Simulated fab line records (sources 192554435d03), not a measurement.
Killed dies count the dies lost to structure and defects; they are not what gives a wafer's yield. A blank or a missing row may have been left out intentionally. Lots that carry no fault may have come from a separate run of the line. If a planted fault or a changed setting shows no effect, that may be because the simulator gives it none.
Chamber matching || flow n5 finfet || rie diel-05 running N5_BEOL_M8_VIA_ETCH_34: 4 sister chambers
The step etches SiCOH lowk in C4F6/O2, target depth 125.5 nm, time 50.5 s. 8 wafers are shown with their chamber, then 8 later ones without.

EACH WAFER AND ITS CHAMBER
{"wafer": "L074.6", "chamber": 1, "drypump motor current A (A)": 6.2, "showerhead plenum p Torr (Torr)": 2.89}
{"wafer": "L078.3", "chamber": 1, "drypump motor current A (A)": 6.2, "showerhead plenum p Torr (Torr)": 2.88}
{"wafer": "L080.1", "chamber": 0, "drypump motor current A (A)": 5.5, "showerhead plenum p Torr (Torr)": 2.87}
{"wafer": "L080.2", "chamber": 3, "drypump motor current A (A)": 5.5, "showerhead plenum p Torr (Torr)": 2.97}
{"wafer": "L079.1", "chamber": 3, "drypump motor current A (A)": 5.4, "showerhead plenum p Torr (Torr)": 2.97}
{"wafer": "L079.3", "chamber": 0, "drypump motor current A (A)": 5.5, "showerhead plenum p Torr (Torr)": 2.87}
{"wafer": "L079.5", "chamber": 2, "drypump motor current A (A)": 4.9, "showerhead plenum p Torr (Torr)": 2.93}
{"wafer": "L086.2", "chamber": 2, "drypump motor current A (A)": 4.9, "showerhead plenum p Torr (Torr)": 2.92}

WAFERS WITH NO CHAMBER GIVEN
{"wafer": "L086.3", "drypump motor current A (A)": 6.2, "showerhead plenum p Torr (Torr)": 2.87}
{"wafer": "L086.5", "drypump motor current A (A)": 6.2, "showerhead plenum p Torr (Torr)": 2.87}
{"wafer": "L085.2", "drypump motor current A (A)": 4.9, "showerhead plenum p Torr (Torr)": 2.92}
{"wafer": "L085.4", "drypump motor current A (A)": 5.5, "showerhead plenum p Torr (Torr)": 2.86}
{"wafer": "L085.5", "drypump motor current A (A)": 5.5, "showerhead plenum p Torr (Torr)": 2.86}
{"wafer": "L089.1", "drypump motor current A (A)": 5.5, "showerhead plenum p Torr (Torr)": 2.86}
{"wafer": "L089.5", "drypump motor current A (A)": 5.5, "showerhead plenum p Torr (Torr)": 2.86}
{"wafer": "L089.6", "drypump motor current A (A)": 5.5, "showerhead plenum p Torr (Torr)": 2.96}

CHAMBER TAKEN BY EACH
{"wafer": "L086.3", "from the rows above": 1, "in truth": 1}
{"wafer": "L086.5", "from the rows above": 1, "in truth": 1}
{"wafer": "L085.2", "from the rows above": 2, "in truth": 2}
{"wafer": "L085.4", "from the rows above": 0, "in truth": 0}
{"wafer": "L085.5", "from the rows above": 0, "in truth": 0}
{"wafer": "L089.1", "from the rows above": 0, "in truth": 0}
{"wafer": "L089.5", "from the rows above": 0, "in truth": 0}
{"wafer": "L089.6", "from the rows above": 3, "in truth": 3}
Correct placement for 8 of the 8. Number that these rows cannot place: 0. Number placed wrongly: 0.
How it was worked out, from the rows above alone: a wafer's distance from a chamber is the root of the sum, over the readings, of the square of ((its reading less the chamber's mean) divided by the reading's scatter). If the next closest chamber is less than 2 further off than the closest, the wafer can't be placed; otherwise it belongs to the closest. The mean given for a chamber averages the wafers shown for that chamber. The scatter: take each reading less its chamber's mean, square it, sum over the shown wafers, divide by the number of wafers less the number of chambers, and take the root.
